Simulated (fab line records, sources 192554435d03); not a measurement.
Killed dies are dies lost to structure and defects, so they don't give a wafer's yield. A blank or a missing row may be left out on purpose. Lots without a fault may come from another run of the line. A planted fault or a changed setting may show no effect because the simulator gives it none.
Chamber matching | flow n5_finfet | N5_BEOL_M8_DESCUM_16 on rie_diel-03: 4 sister chambers
The step chemistry O2, time 7.9 s. 4 wafers are shown with their chamber, then 7 later ones without.

WAFERS WITH THEIR CHAMBER
wafer  | chamber | drypump_motor_current_A (A)
L085.4 | 2       | 5.2
L090.3 | 3       | 5.9
L089.1 | 0       | 5.5
L089.3 | 1       | 5.5

WAFERS WITHOUT THEIR CHAMBER
wafer  | drypump_motor_current_A (A)
L089.6 | 5.2
L091.4 | 5.5
L091.5 | 5.5
L091.6 | 5.2
L092.1 | 5.2
L092.3 | 5.4
L092.6 | 5.9

WHICH CHAMBER EACH WENT THROUGH
wafer  | from the rows above     | in truth
L089.6 | 2                       | 2
L091.4 | can't be placed: 0 or 1 | 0
L091.5 | can't be placed: 0 or 1 | 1
L091.6 | 2                       | 2
L092.1 | 2                       | 2
L092.3 | can't be placed: 0 or 1 | 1
L092.6 | 3                       | 3
Placed correctly: 4 of 7. Can't be placed from these rows: 3 (the true chamber is among the candidates in 3). Placed wrongly: 0.
How it was worked out, from the rows above alone: a wafer's distance from a chamber is the root of the sum, over the readings, of the square of ((its reading less the chamber's mean) divided by the reading's scatter). The wafer belongs to the nearest chamber; if the next one is less than 2 further off, it can't be placed. A chamber's mean is the mean of its shown wafers. The scatter: with one shown wafer a chamber, the root of the mean of the squares of how far each hidden wafer lies from its nearest shown one.
